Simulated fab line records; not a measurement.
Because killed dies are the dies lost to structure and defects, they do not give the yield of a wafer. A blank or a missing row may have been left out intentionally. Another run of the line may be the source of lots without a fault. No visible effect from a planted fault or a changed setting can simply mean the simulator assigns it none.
A struck lot beside a sound one :: flow nand-harc :: 15 out of 1159 route steps
Sound: the wafers L847.2, L847.4, L847.6. Struck: wafers L852.1, L852.2, L852.3. The cause comes at the end.
Order at every step that has rows: each side's tool, ch and its chambers, its first start. Under that, the readings that differ: sound wafers :: struck wafers :: difference of the means :: sigmas: that difference in standard deviations of wafers without a fault.
alike: words and numbers the same on both sides, and readings whose means are apart by under 2 such deviations; not compared: readings that were withheld, readings missing a value for some wafer, numbers with overlapping values and no deviation given by the record, and bounds like >300 which may hide the same value.
A row with sigmas, a row that says differs or no value, or rows on one side alone: a step with any of these is where the two part. Numbers that don't overlap but have no deviation are shown without sigmas and don't part them. A reading that every wafer of one side lacks parts them only if that side has two wafers or more.

NHARC_A_ZERO_WELL_DESCUM_12: chemistry O2, time 3 s.
  sound on rie-diel-07 ch 2,3, day 8 03:58; struck on rie-diel-12 ch 0,1,3, day 9 21:04
reading: oes-product-au (a.u.)
sound: 1.004 1.013 1.014
struck: 0.983 0.973 1.003
difference: -0.024
sigmas: -2
  alike: drypump-motor-current-A, rf-vpp-V, showerhead-plenum-p-Torr, throttle-valve-pct
  not compared: rf-hours-counter-h
NHARC_A_ZERO_WELL_ETCH_19: etches the open film in N2/H2, target depth 80 nm, overetch 24 nm, time 87.88 s.
  sound on rie-diel-07 ch 1,2,3, day 8 04:03; struck on rie-diel-12 ch 0,1,2, day 9 21:10
  alike: drypump-motor-current-A, oes-product-au, rf-fwd-power-W, rf-vpp-V, showerhead-plenum-p-Torr, throttle-valve-pct
  not compared: rf-hours-counter-h
NHARC_A_ZERO_WELL_ETCH_13: etches the open film in HBr/Cl2, target depth 120 nm, time 40.1 s.
  sound on rie-si-01 ch 0,2, day 8 04:10; struck on rie-si-01 ch 0,1,2, day 9 21:17
  alike: drypump-motor-current-A, oes-product-au, rf-fwd-power-W, throttle-valve-pct
  not compared: rf-hours-counter-h
then, 4 steps without rows for these wafers: NHARC_A_ZERO_WELL_STRIP_14 (strips in SPM, time 900 s); NHARC_A_ZERO_WELL_IMPLANT_15; NHARC_A_ZERO_WELL_PRECLEAN_22 (cleans in SC1, time 60 s); NHARC_A_ZERO_WELL_SRD_23.
NHARC_A_ZERO_WELL_RTA_16: time 10 s.
  sound on rtp-anneal-02 ch 0, day 8 05:06; struck on rtp-anneal-01 ch 0, day 9 22:11
  alike: lamp-power-pct, wafer_temp_C_max
NHARC_A_ZERO_WELL_INSPECT_17:
  sound on defect-inspect-01, day 8 05:16; struck on defect-inspect-02, day 9 22:23
  alike: raw-defect-count
then, 2 steps without rows for these wafers: NHARC_A_SOURCE_PLATE_PRECLEAN_00 (cleans in HF-LAST, time 60 s); NHARC_A_SOURCE_PLATE_SRD_01.
NHARC_A_SOURCE_PLATE_OXIDE_02: material SiO2, target thk 10 nm, ox time 1362 s.
  sound on furnace-02 ch 0, day 8 08:20; struck on furnace-03 ch 0, day 10 05:58
reading: zone-power-upper-pct (%)
sound: 22.1 21.9 21.6
struck: 17.8 17.6 17.4
difference: -4.3
sigmas: -2
  alike: ox-temp-c, ox-time-s, tube-center-temp-C, zone-power-bottom-pct, zone-power-top-pct
NHARC_A_SOURCE_PLATE_THK_MEAS_09: measures by ellipsometry.
  sound on film-metro-01, day 8 12:23; struck on film-metro-02, day 10 10:19
reading: thk-nm (nm)
sound: 9.4 8.0 9.3
struck: 13.9 14.3 13.8
difference: +5.1
sigmas: +5
then, 1 step without rows for these wafers: NHARC_A_SOURCE_PLATE_PVD_04 (deposits WSi2, target thk 50 nm).
-- the record jumps here: 12 days lie between the struck wafers' starts before and after (it left off in module A_SOURCE_PLATE and takes up again in module END, whose first step shown is number 1159 of the route) --
NHARC_END_SORT_01:
  sound on prober-01 ch 0, day 20 23:54; struck on prober-01 ch 0, day 22 09:36
  alike: killed-at-array, killed-at-other, killed-at-periphery, killed-dies, killed-open, killed-short

WHERE THEY PART
Earliest at NHARC_A_ZERO_WELL_DESCUM_12; latest, in this record, at NHARC_A_SOURCE_PLATE_THK_MEAS_09. Later steps at which nothing parts them and some readings are alike: NHARC_END_SORT_01.

WHY: what the simulator had put in
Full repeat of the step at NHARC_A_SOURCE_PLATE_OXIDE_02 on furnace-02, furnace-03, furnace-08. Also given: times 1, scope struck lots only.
